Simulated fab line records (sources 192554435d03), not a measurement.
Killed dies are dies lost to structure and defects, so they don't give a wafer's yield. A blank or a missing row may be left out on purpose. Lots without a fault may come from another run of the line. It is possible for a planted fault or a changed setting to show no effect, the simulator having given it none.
Comparing a struck lot with a sound one + flow n5-finfet + 14 out of 1938 route steps
Sound: the wafers L667.2, L667.3, L667.6. Struck: wafer L680.5 (left out: L680.6, a lot-mate that was not struck); the cause follows at the end.
Order at every step that has rows: each side's tool, ch and its chambers, its first start. Under that, the readings that differ: sound wafers + struck wafers + difference of the means + sigmas: that difference in standard deviations of wafers without a fault.
alike: a reading whose means differ by less than 2 such deviations, as well as words and numbers matching on both sides. not compared: withheld readings; readings where some wafer has no value; bounds like >300 that might hide an equal value; numbers whose values overlap and for which the record gives no deviation.
The two part at a step that has a row with sigmas, a row that says differs or no value, or rows on one side only. Numbers that don't overlap but have no deviation are shown without sigmas and don't part them. Lack of a reading on every wafer of one side parts them only where that side has two or more wafers.

N5_BEOL_M7_CURE_75: cures SiCOH lowk, time 120 s.
  sound on uv-cure-03 ch 1, day 11 23:01; struck on uv-cure-01 ch 2, day 14 15:08
  alike: lamp-power-pct, wafer_temp_C_max
then, 2 steps without rows for these wafers: N5_BEOL_M7_DEGAS_44 (time 60 s); N5_BEOL_M7_PRE_CLEAN_45 (time 30 s).
N5_BEOL_M7_ALD_77: deposits TaN, target thk 2 nm, pulse time 2 s, purge time 3 s.
  sound on ald-metal-04 ch 0,2, day 11 23:29; struck on ald-metal-04 ch 0, day 14 16:20
  alike: heater-power-w
N5_BEOL_M7_SURFACE_TREAT_79:
  sound on pvd-sputter-01 at day 11 23:59; struck on pvd-sputter-03 at day 14 18:37
  not compared: pressure-mtorr, throttle-valve-pct
then, 3 steps without rows for these wafers: N5_BEOL_M7_CVD_78 (deposits Co from CCTBA/H2, target thk 2 nm, time 142.3 s); N5_BEOL_M7_SPUTTER_48 (material Cu, target thk 10 nm, time 1.667 s); N5_BEOL_M7_ECD_50 (material Cu, target thk 300 nm).
N5_BEOL_M7_ANNEAL_51: time 90 s.
  sound on rtp-anneal-01 ch 0, day 12 00:46; struck on rtp-anneal-02 ch 0, day 14 19:22
| reading           | sound                | struck | difference | sigmas |
|-------------------|----------------------|--------|------------|--------|
| anneal-temp-c-max | 226.18 225.71 225.74 | 226.87 | +0.99      | +4     |
  alike: wafer_temp_C_max
N5_BEOL_M7_CMP_52: polishes, stops on SiCOH lowk, t overpolish 6.9 s, target thk 80 nm.
  sound on cmp-02 ch 0,1,3, day 12 01:04; struck on cmp-03 ch 2, day 14 19:37
  alike: barrier-field-endpoint-s, edge-zone-pressure-frac, motor-current-A, overpolish-run-s, time-to-endpoint-s
N5_BEOL_M7_THK_MEAS_53: measures by xrf.
  sound on film-metro-01 at day 12 01:19; struck on film-metro-01 at day 14 19:46
  alike: M7_THK
then, 1 step without rows for these wafers: N5_BEOL_M7_PRE_CLEAN_55 (time 15 s).
N5_BEOL_M7_DEP_56: deposits SiCN from 3MS/NH3, target thk 10 nm, time 17.5 s.
  sound on pecvd-02 ch 0,1, day 12 01:23; struck on pecvd-02 ch 0, day 14 19:51
  alike: showerhead-plenum-p-Torr, throttle-valve-pct
  not compared: model.SiCN_of_BEOL_M7_DEP_56.thk-nm
N5_BEOL_M7_RS_MEAS_57: measurement is done with a four-point probe.
  sound on film-metro-01 at day 12 01:27; struck on film-metro-01 at day 14 19:54
  alike: M7_RS

## WHERE THEY PART
Only at N5_BEOL_M7_ANNEAL_51, as far as this record shows. Later steps at which nothing parts them and some readings are alike: N5_BEOL_M7_CMP_52, N5_BEOL_M7_THK_MEAS_53, N5_BEOL_M7_DEP_56, N5_BEOL_M7_RS_MEAS_57.

WHY: the cause the simulator had injected
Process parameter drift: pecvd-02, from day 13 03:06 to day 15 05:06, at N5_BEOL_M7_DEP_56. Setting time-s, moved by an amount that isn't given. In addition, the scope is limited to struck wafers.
